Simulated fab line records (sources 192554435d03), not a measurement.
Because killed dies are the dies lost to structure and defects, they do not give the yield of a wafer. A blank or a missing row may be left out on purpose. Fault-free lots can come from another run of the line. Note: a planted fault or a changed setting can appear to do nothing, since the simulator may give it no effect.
Matching of chambers | flow n5Finfet | 4 sister chambers for N5_FIN_CUT_DESCUM_13 on rieDiel-03
The step chemistry O2, time 7 s. 20 wafers are shown with their chamber, then 10 later ones without.

== WAFERS, EACH WITH ITS CHAMBER ==
wafer  | chamber | drypumpMotorCurrentA (A) | showerheadPlenumPTorr (Torr) | throttleValvePct (%)
L076.1 | 0       | 5.5                      | 2.06                         | 20.40
L076.3 | 1       | 5.1                      | 2.13                         | 20.58
L076.5 | 3       | 5.6                      | 2.20                         | 20.74
L078.3 | 3       | 5.6                      | 2.20                         | 20.73
L078.5 | 0       | 5.4                      | 2.06                         | 20.41
L078.6 | 1       | 5.1                      | 2.13                         | 20.60
L084.1 | 0       | 5.5                      | 2.05                         | 20.42
L084.5 | 0       | 5.5                      | 2.05                         | 20.39
L084.6 | 1       | 5.1                      | 2.13                         | 20.63
L085.2 | 2       | 5.1                      | 2.15                         | 20.30
L085.3 | 0       | 5.5                      | 2.05                         | 20.42
L085.5 | 0       | 5.5                      | 2.05                         | 20.40
L089.1 | 2       | 5.1                      | 2.15                         | 20.29
L089.2 | 1       | 5.1                      | 2.12                         | 20.63
L089.5 | 1       | 5.1                      | 2.12                         | 20.62
L091.1 | 3       | 5.6                      | 2.19                         | 20.79
L091.2 | 2       | 5.1                      | 2.15                         | 20.33
L091.5 | 2       | 5.1                      | 2.15                         | 20.31
L092.1 | 3       | 5.6                      | 2.19                         | 20.77
L092.2 | 1       | 5.1                      | 2.12                         | 20.64

SIGNATURES, as means of the wafers listed above
reading               | chamber 0 | chamber 1 | chamber 2 | chamber 3 | scatter within a chamber
drypumpMotorCurrentA  | 5.483     | 5.100     | 5.100     | 5.600     | 0.0228
showerheadPlenumPTorr | 2.0533    | 2.1250    | 2.1500    | 2.1950    | 0.00489
throttleValvePct      | 20.4067   | 20.6167   | 20.3075   | 20.7575   | 0.02
Rule: for each reading, subtract the chamber's mean from the wafer's reading, divide by that reading's scatter and square the result; add these up over the readings and take the root, which gives the wafer's distance from the chamber. If the next closest chamber is less than 2 further off than the closest, the wafer can't be placed; otherwise it belongs to the closest. How the scatter is found: for the shown wafers, subtract from each reading the mean of its chamber, square and add these, divide the total by (wafers less chambers), then take the root.

== WAFERS WITH NO CHAMBER GIVEN ==
wafer  | drypumpMotorCurrentA (A) | showerheadPlenumPTorr (Torr) | throttleValvePct (%)
L092.3 | 5.1                      | 2.15                         | 20.32
L094.2 | 5.6                      | 2.19                         | 20.79
L094.4 | 5.4                      | 2.05                         | 20.44
L094.5 | 5.1                      | 2.12                         | 20.65
L096.2 | 5.5                      | 2.05                         | 20.45
L096.3 | 5.1                      | 2.12                         | 20.64
L096.6 | 5.5                      | 2.05                         | 20.46
L097.1 | 5.5                      | 2.05                         | 20.45
L097.5 | 5.6                      | 2.19                         | 20.79
L097.6 | 5.5                      | 2.05                         | 20.45

== WHICH CHAMBER EACH WENT THROUGH ==
wafer  | from the rows above | in truth
L092.3 | 2                   | 2
L094.2 | 3                   | 3
L094.4 | 0                   | 0
L094.5 | 1                   | 1
L096.2 | 0                   | 0
L096.3 | 1                   | 1
L096.6 | 0                   | 0
L097.1 | 0                   | 0
L097.5 | 3                   | 3
L097.6 | 0                   | 0
Correct placement for 10 of the 10. Can't be placed from these rows: 0. 0 placed wrongly.
